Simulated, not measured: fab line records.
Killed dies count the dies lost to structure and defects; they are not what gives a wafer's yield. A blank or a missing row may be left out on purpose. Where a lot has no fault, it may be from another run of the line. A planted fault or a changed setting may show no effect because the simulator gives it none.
fab line records | flow n5-finfet | part 2 of 2: steps 25 to 30 of 30
[record] lots = 5 | wafers = 15 | last-day = 17
route steps=1938 shown BEOL_M10@1481
lots that met no fault: from a run of the same line without faults
start-h: hours from the record's first day to the start of the lot's first wafer shown | wait-h: hours since the lot's step before | " the same as in the row above | L1.1+2: several wafers, shown together as one row | - no value, or no start was given | * or withheld: withheld | < > ~ a bound
route shown NAME@n: a module of which the file shows steps, and the number in the route of the first | usual: mean/standard deviation taken from wafers without a fault | same: alike in all rows | chamber/n: place in a boat | sites: per-site readings | _std_site: the standard deviation of these | _edge_site: outer sites' mean less inner sites' | radius-mm: for every site, how far away it sits from the centre of the wafer | mask NAME#n: copy n | behind: the tool/chamber that last shaped the wafer | hold: cause of the lot's hold/its duration in hours/its outcome | device: whichever transistor did not switch (one of n, p or np) | end of line: the same wafers' tests at the end of the route | where a step has no rows: the recipe by itself | killed: count of dies lost to structure and defects at first sort (not the wafer's yield) | map: the dies of a wafer, with x for killed, . for not killed, _ for no die there
set.NAME: the setting that was run; set.NAME@STEP: the one run at that earlier step | model.NAME: the simulator's own value behind a step, which no gauge read
lots at selected steps of the route; one table per step, one row per wafer
services: when a tool's chamber went out of use (start-h, in hours from the record's first day, below 0 if earlier), for how many hours, and the reason
[[steps]]
[step N5_BEOL_M10_DESCUM_33]
[recipe] chemistry = O2 | time-s = 7.9 | source-power-w = 50 | bias-power-w = 20 | pressure-mtorr = 20 | rf-frequency-hz = 2.712e+07 | temp-c = 40 | resist = CAR-ArF | o2-flow-sccm = 225
[usual] bias-power-w = 20.00/0.056 | drypump-motor-current-A = 5.7/0.55 | oes-product-au = 0.82/0.072 | rf-vpp-V = 243.4/1.4 | showerhead-plenum-p-Torr = 2.11/0.074 | throttle-valve-pct = 20.37/0.15
lot.wafer | tool        | chamber | start-h | wait-h | bias-power-w | drypump-motor-current-A | oes-product-au | rf-hours-counter-h | rf-vpp-V | showerhead-plenum-p-Torr | throttle-valve-pct
L079.3    | rie-diel-06 | 3       | 260.91  | 0.0    | 20.00        | 5.7                     | 0.90           | 28                 | 241.9    | 2.08                     | 20.20
L079.4    | "           | 3       | "       | "      | 19.98        | 5.7                     | 0.90           | -                  | 242.2    | 2.08                     | 20.18
L079.6    | "           | 2       | "       | "      | 20.07        | 6.4                     | 0.87           | -                  | 244.4    | 2.24                     | 20.46
L090.1    | rie-diel-06 | 1       | 325.86  | 0.0    | 20.05        | 5.5                     | 0.87           | 39                 | 242.3    | 2.15                     | 20.50
L090.2    | "           | 2       | "       | "      | 19.87        | 6.4                     | 0.83           | 83                 | 245.4    | 2.23                     | 20.47
L090.5    | "           | 1       | "       | "      | 19.98        | 5.5                     | 0.87           | -                  | 244.7    | 2.15                     | 20.48
L089.1    | rie-diel-02 | 3       | 335.65  | 0.0    | 20.05        | 6.5                     | 0.99           | 5                  | 243.5    | 2.06                     | 20.24
L089.2    | "           | 0       | "       | "      | 20.08        | 5.5                     | 0.73           | 191                | 243.3    | 2.05                     | 20.22
L089.6    | "           | 0       | "       | "      | 20.10        | 5.5                     | 0.73           | -                  | 243.9    | 2.05                     | 20.22
L094.1    | rie-diel-06 | 3       | 337.82  | 0.1    | 20.00        | 5.7                     | 0.86           | 56                 | 243.6    | 2.07                     | 20.23
L094.4    | "           | 1       | "       | "      | 20.00        | 5.5                     | 0.85           | 43                 | 244.3    | 2.15                     | 20.50
L094.5    | "           | 2       | "       | "      | 19.86        | 6.4                     | 0.83           | -                  | 244.4    | 2.23                     | 20.50
L091.1    | rie-diel-05 | 2       | 337.97  | 0.1    | 19.95        | 6.5                     | 0.81           | 88                 | 245.1    | 2.20                     | 20.34
L091.3    | "           | 1       | "       | "      | 19.93        | 5.4                     | 0.90           | 38                 | 242.1    | 2.08                     | 20.37
L091.6    | "           | 2       | "       | "      | 19.96        | 6.5                     | 0.81           | -                  | 244.3    | 2.20                     | 20.34
[step N5_BEOL_M10_ETCH_65]
[recipe] chemistry = CF4 | target = SiARC | target-depth-a = 390 | mask-material = CAR-ArF | time-s = 65 | ion-energy-ev = 80 | pressure-mtorr = 40 | source-w = 545 | bias-w = 36 | Ar_flow_sccm = 100 | cf4-flow-sccm = 100 | ends = cleared
[usual] drypump-motor-current-A = 5.7/0.54 | etch-rf-on-time-s = 65.1/2.1 | oes-product-au = 0.70/0.058 | rf-vpp-V = 184.1/1.2 | showerhead-plenum-p-Torr = 2.15/0.071 | throttle-valve-pct = 15.50/0.16
lot.wafer | tool        | chamber | start-h | wait-h | drypump-motor-current-A | etch-rf-on-time-s | oes-product-au | rf-hours-counter-h | rf-vpp-V | showerhead-plenum-p-Torr | throttle-valve-pct
L079.3    | rie-diel-06 | 3       | 260.95  | 0.0    | 5.7                     | 65.8              | 0.76           | 28                 | 182.1    | 2.09                     | 15.19
L079.4    | "           | 3       | "       | "      | 5.7                     | 66.3              | 0.76           | -                  | 183.4    | 2.09                     | 15.18
L079.6    | "           | 2       | "       | "      | 6.4                     | 63.2              | 0.73           | -                  | 185.3    | 2.26                     | 15.46
L090.1    | rie-diel-06 | 1       | 325.90  | 0.0    | 5.6                     | 64.9              | 0.74           | 39                 | 183.0    | 2.17                     | 15.52
L090.2    | "           | 2       | "       | "      | 6.4                     | 62.8              | 0.71           | 83                 | 184.4    | 2.26                     | 15.49
L090.5    | "           | 1       | "       | "      | 5.6                     | 64.2              | 0.74           | -                  | 183.6    | 2.17                     | 15.52
L089.1    | rie-diel-02 | 3       | 335.69  | 0.0    | 6.5                     | 60.3              | 0.85           | 5                  | 184.3    | 2.11                     | 15.39
L089.2    | "           | 0       | "       | "      | 5.5                     | 61.9              | 0.65           | 191                | 183.8    | 2.12                     | 15.60
L089.6    | "           | 0       | "       | "      | 5.5                     | 62.0              | 0.64           | -                  | 184.1    | 2.12                     | 15.61
L094.1    | rie-diel-06 | 3       | 337.85  | 0.0    | 5.7                     | 65.5              | 0.72           | 56                 | 182.8    | 2.09                     | 15.25
L094.4    | "           | 1       | "       | "      | 5.6                     | 63.9              | 0.73           | 43                 | 184.6    | 2.17                     | 15.52
L094.5    | "           | 2       | "       | "      | 6.4                     | 63.1              | 0.70           | -                  | 184.8    | 2.25                     | 15.51
L091.1    | rie-diel-05 | 2       | 338.00  | 0.0    | 6.5                     | 68.4              | 0.67           | 88                 | 186.5    | 2.26                     | 15.58
L091.3    | "           | 1       | "       | "      | 5.4                     | 62.8              | 0.76           | 38                 | 182.4    | 2.10                     | 15.32
L091.6    | "           | 2       | "       | "      | 6.4                     | 68.3              | 0.68           | -                  | 186.0    | 2.26                     | 15.57
[step N5_BEOL_M10_ETCH_66]
[recipe] chemistry = N2/H2 | target = SOC | target-depth-a = 1200 | overetch-a = 240 | mask-material = SiARC | temp-c = 40 | time-s = 180 | ion-energy-ev = 200 | pressure-mtorr = 30 | source-w = 840 | bias-w = 150 | n2-flow-sccm = 200 | h2-flow-sccm = 200
[usual] drypump-motor-current-A = 5.7/0.55 | n2-flow-sccm = 200.0/0.61 | oes-product-au = 0.66/0.052 | rf-vpp-V = 524.1/2.4 | showerhead-plenum-p-Torr = 2.55/0.082 | throttle-valve-pct = 17.65/0.26
lot.wafer | tool        | chamber | start-h | wait-h | drypump-motor-current-A | n2-flow-sccm | oes-product-au | rf-hours-counter-h | rf-vpp-V | showerhead-plenum-p-Torr | throttle-valve-pct
L079.3    | rie-diel-06 | 3       | 261.00  | 0.0    | 5.6                     | 199.9        | 0.72           | 28                 | 521.8    | 2.46                     | 17.20
L079.4    | "           | 3       | "       | "      | 5.7                     | 200.6        | 0.73           | -                  | 522.9    | 2.46                     | 17.19
L079.6    | "           | 2       | "       | "      | 6.4                     | 199.1        | 0.68           | -                  | 528.4    | 2.68                     | 17.53
L090.1    | rie-diel-06 | 1       | 325.95  | 0.0    | 5.5                     | 198.8        | 0.70           | 39                 | 524.9    | 2.56                     | 17.46
L090.2    | "           | 2       | "       | "      | 6.4                     | 200.1        | 0.66           | 83                 | 527.6    | 2.67                     | 17.57
L090.5    | "           | 1       | "       | "      | 5.5                     | 199.2        | 0.69           | -                  | 524.1    | 2.56                     | 17.45
L089.1    | rie-diel-02 | 3       | 335.74  | 0.0    | 6.5                     | 199.9        | 0.79           | 5                  | 522.2    | 2.51                     | 17.57
L089.2    | "           | 0       | "       | "      | 5.5                     | 200.3        | 0.59           | 191                | 523.4    | 2.55                     | 17.89
L089.6    | "           | 0       | "       | "      | 5.5                     | 199.7        | 0.59           | -                  | 524.7    | 2.55                     | 17.89
L094.1    | rie-diel-06 | 3       | 337.90  | 0.0    | 5.7                     | 199.7        | 0.69           | 56                 | 520.6    | 2.45                     | 17.24
L094.4    | "           | 1       | "       | "      | 5.5                     | 199.9        | 0.69           | 43                 | 525.4    | 2.56                     | 17.46
L094.5    | "           | 2       | "       | "      | 6.4                     | 200.3        | 0.66           | -                  | 527.1    | 2.67                     | 17.57
L091.1    | rie-diel-05 | 2       | 338.05  | 0.0    | 6.5                     | 199.4        | 0.67           | 88                 | 526.4    | 2.67                     | 17.79
L091.3    | "           | 1       | "       | "      | 5.4                     | 199.8        | 0.71           | 38                 | 522.7    | 2.48                     | 17.54
L091.6    | "           | 2       | "       | "      | 6.5                     | 200.1        | 0.66           | -                  | 528.0    | 2.67                     | 17.80
[step N5_BEOL_M10_STRIP_69]
[recipe] chemistry = N2/H2 | temp-c = 40 | n2-flow-sccm = 200 | h2-flow-sccm = 200 | rf-frequency-hz = 6e+07
lot.wafer  | tool        | chamber | start-h | wait-h
L079.3+4+6 | rie-diel-06 | 3,3,2   | 261.11  | 0.1
L090.1+2+5 | rie-diel-06 | 1,2,1   | 326.06  | 0.1
L089.1+2+6 | rie-diel-02 | 3,0,0   | 335.85  | 0.1
L094.1+4+5 | rie-diel-06 | 3,1,2   | 338.02  | 0.1
L091.1+3+6 | rie-diel-05 | 2,1,2   | 338.17  | 0.1
[step N5_BEOL_M10_VIA_ETCH_34]
[recipe] chemistry = C4F6/O2 | target = SiCOH_lowk | target-depth-a = 1845 | mask-material = SOC | taper-deg = 4 | time-s = 69.2 | ion-energy-ev = 250 | pressure-mtorr = 30 | source-w = 345 | bias-w = 185 | Ar_flow_sccm = 300 | C4F6_flow_sccm = 10 | O2_flow_sccm = 10
[usual] drypump-motor-current-A = 5.7/0.54 | oes-product-au = 0.82/0.066 | rf-vpp-V = 664/16 | showerhead-plenum-p-Torr = 2.85/0.096 | throttle-valve-pct = 20.75/0.17
lot.wafer | tool        | chamber | start-h | wait-h | drypump-motor-current-A | oes-product-au | rf-hours-counter-h | rf-vpp-V | showerhead-plenum-p-Torr | throttle-valve-pct
L079.3    | rie-diel-06 | 3       | 261.12  | 0.0    | 5.7                     | 0.89           | 29                 | 662      | 2.78                     | 20.44
L079.4    | "           | 3       | "       | "      | 5.7                     | 0.90           | -                  | 664      | 2.78                     | 20.41
L079.6    | "           | 2       | "       | "      | 6.4                     | 0.86           | -                  | 684      | 2.99                     | 20.67
L090.1    | rie-diel-06 | 1       | 326.07  | 0.0    | 5.6                     | 0.85           | 39                 | 634      | 2.91                     | 20.95
L090.2    | "           | 2       | "       | "      | 6.4                     | 0.84           | 83                 | 683      | 2.98                     | 20.69
L090.5    | "           | 1       | "       | "      | 5.5                     | 0.86           | -                  | 635      | 2.91                     | 20.93
L089.1    | rie-diel-02 | 3       | 335.86  | 0.0    | 6.4                     | 0.98           | 5                  | 664      | 2.79                     | 20.67
L089.2    | "           | 0       | "       | "      | 5.5                     | 0.76           | 191                | 655      | 2.82                     | 20.83
L089.6    | "           | 0       | "       | "      | 5.5                     | 0.75           | -                  | 654      | 2.82                     | 20.85
L094.1    | rie-diel-06 | 3       | 338.03  | 0.0    | 5.7                     | 0.85           | 56                 | 663      | 2.77                     | 20.45
L094.4    | "           | 1       | "       | "      | 5.6                     | 0.85           | 43                 | 633      | 2.91                     | 20.96
L094.5    | "           | 2       | "       | "      | 6.4                     | 0.83           | -                  | 684      | 2.98                     | 20.71
L091.1    | rie-diel-05 | 2       | 338.18  | 0.0    | 6.5                     | 0.79           | 88                 | 674      | 2.99                     | 20.85
L091.3    | "           | 1       | "       | "      | 5.5                     | 0.88           | 38                 | 641      | 2.80                     | 20.70
L091.6    | "           | 2       | "       | "      | 6.5                     | 0.79           | -                  | 672      | 2.99                     | 20.85
[step N5_BEOL_M10_STRIP_73]
[recipe] chemistry = C4F6/O2 | resist = SiARC | rf-frequency-hz = 6e+07
lot.wafer  | tool        | chamber | start-h | wait-h
L079.3+4+6 | rie-diel-06 | 3,3,2   | 261.17  | 0.0
L090.1+2+5 | rie-diel-06 | 1,2,1   | 326.12  | 0.0
L089.1+2+6 | rie-diel-02 | 3,0,0   | 335.92  | 0.0
L094.1+4+5 | rie-diel-06 | 3,1,2   | 338.08  | 0.0
L091.1+3+6 | rie-diel-05 | 2,1,2   | 338.23  | 0.0
[[services]]
tool            | chamber | start-h | hours | kind
rie-diel-06     | -       | 236.71  | 0.9   | repair
arfi-scanner-01 | -       | 244.03  | 1.2   | repair
rie-diel-06     | 0       | 252.51  | 12.0  | repair
arfi-scanner-01 | -       | 252.73  | 4.9   | pm
arfi-scanner-03 | -       | 259.44  | 0.9   | repair
arfi-scanner-01 | -       | 260.16  | 1.3   | pm
rie-diel-02     | 3       | 262.99  | 5.7   | repair
arfi-scanner-03 | -       | 263.68  | 3.0   | repair
arfi-scanner-02 | -       | 265.89  | 1.0   | pm
rie-diel-02     | -       | 271.93  | 0.3   | repair
rie-metal-03    | -       | 272.79  | 0.3   | repair
arfi-scanner-02 | -       | 277.46  | 1.3   | pm
arfi-scanner-03 | -       | 281.60  | 2.5   | repair
arfi-scanner-02 | -       | 290.72  | 0.8   | pm
rie-diel-05     | 0       | 291.72  | 5.4   | repair
arfi-scanner-03 | -       | 292.79  | 0.8   | pm
rie-diel-06     | 0       | 295.00  | 3.9   | repair
rie-metal-02    | -       | 297.91  | 1.1   | repair
arfi-scanner-03 | -       | 312.59  | 1.3   | pm
arfi-scanner-01 | -       | 314.10  | 3.9   | pm
rie-diel-06     | 2       | 319.55  | 5.6   | repair
rie-metal-02    | 0       | 325.16  | 6.6   | repair
rie-metal-03    | 1       | 330.96  | 1.0   | repair
arfi-scanner-03 | -       | 332.49  | 6.3   | repair
